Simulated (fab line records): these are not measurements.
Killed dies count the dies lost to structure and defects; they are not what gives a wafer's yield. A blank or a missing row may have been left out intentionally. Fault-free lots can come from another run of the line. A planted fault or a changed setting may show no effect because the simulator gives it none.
Lot-split experiment	flow n5-finfet	21 wafers read from 7 lots, route of 1938 steps

ON THE SPLIT
At N5_MOL_CONTACT_COAG_CVD_140 (deposits W, target thk 66.5 nm, time 215 s), the setting target-thk-a was moved away from the recipe's 665 angstrom on 5 of the 21 wafers read, by -6.9% to +13.3%. All remaining wafers had this setting at the recipe value.

The reading comes from the split's own step.

THE READING
W_of_MOL_CONTACT_COAG_CVD_140.thk-nm (the simulator's own value, which no gauge read), in nm, at N5_MOL_CONTACT_COAG_CVD_140 (deposits W, target thk 66.5 nm, time 215 s). The file does not state a usual value for it. Average 66.7 nm, standard deviation 0.86 nm, over the 16 wafers here run with the recipe.

wafer	tool, chamber at the split	target-thk-a as run, angstrom	against the recipe	W_of_MOL_CONTACT_COAG_CVD_140.thk-nm, nm	against lot-mates on the recipe
L075.1	cvd-w-01, 1	665	recipe	67.8	-
L075.3	cvd-w-01, 1	665	recipe	66.6	-
L075.4	cvd-w-01, 0	665	recipe	65.2	-
L077.2	cvd-w-01, 1	665	recipe	67	-
L077.3	cvd-w-01, 1	665	recipe	67.8	-
L077.6	cvd-w-01, 1	665	recipe	67.2	-
L078.2	cvd-w-01, 1	665	recipe	67.8	-
L078.4	cvd-w-01, 0	753.7	+13.3%	75.2	+7.3
L078.5	cvd-w-01, 1	665	recipe	68	-
L082.2	cvd-w-01, 1	665	recipe	67.4	-
L082.4	cvd-w-01, 0	618.8	-6.9%	63.4	-4.0
L082.6	cvd-w-01, 0	618.8	-6.9%	62.2	-5.2
L084.1	cvd-w-01, 0	665	recipe	66	-
L084.3	cvd-w-01, 0	736.8	+10.8%	74.4	+8.4
L084.6	cvd-w-01, 0	736.8	+10.8%	73.8	+7.8
L091.1	cvd-w-01, 0	665	recipe	65.8	-
L091.2	cvd-w-01, 0	665	recipe	65.8	-
L091.3	cvd-w-01, 0	665	recipe	65.8	-
L095.3	cvd-w-01, 1	665	recipe	66.8	-
L095.5	cvd-w-01, 1	665	recipe	66.8	-
L095.6	cvd-w-01, 0	665	recipe	66	-

THE FIT
A straight line over all 21 wafers: W_of_MOL_CONTACT_COAG_CVD_140.thk-nm changes by +0.64 nm for each +1% of target-thk-a; r = +0.97; the points scatter about the line by 0.84 nm.
The same after taking each lot's own level away (the mean of its wafers on the recipe; 21 wafers): +0.662 nm for each +1%; r = +0.98; scatter 0.7 nm.
The reading moves by 8.8 nm for the largest change in target-thk-a, on that fit.
Measured against the standard deviation above, the lots' own levels, which go from 65.80 to 67.90 nm, span 2.4 times it.
The two slopes are in agreement: the lot-to-lot level therefore moves the slope only a little.
Check: for one of the wafers moved furthest among these (+13.3%), held out of the fit, the line's prediction against its lot-mates is +9.71 nm. It came out at +7.3 nm against them.

THE OTHER SPLITS THESE WAFERS WENT THROUGH
Before the reading, these wafers also passed through other splits. Each is held against what the fit with the lots' levels taken away leaves over:
other split on the same wafers	wafers away from the commonest value	r with W_of_MOL_CONTACT_COAG_CVD_140.thk-nm (lot level and that fit taken away)
N5_SD_EPI_P_EPI_21 time-s	5	-0.07
N5_HKMG_FIN_EXPOSE_46 dose-mj	8	+0.04
N5_HKMG_FIN_ETCH_55 bias-w	7	-0.16
N5_HKMG_FIN_ETCH_35 time-s	5	+0.06
N5_GATE_CUT_DESCUM_18 time-s	6	-0.29
N5_GATE_CUT_ETCH_36 cf4-flow-sccm	7	-0.04
N5_MOL_CONTACT_COAG_ALD_27 ald-cycles	7	-0.01
N5_MOL_CONTACT_COAG_COAT_78 spin-rpm	4	+0.15

THE FILE'S OWN FIT
W_of_MOL_CONTACT_COAG_CVD_140.thk-nm changes by +0.632 nm for each +1% of target-thk-a, r = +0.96.
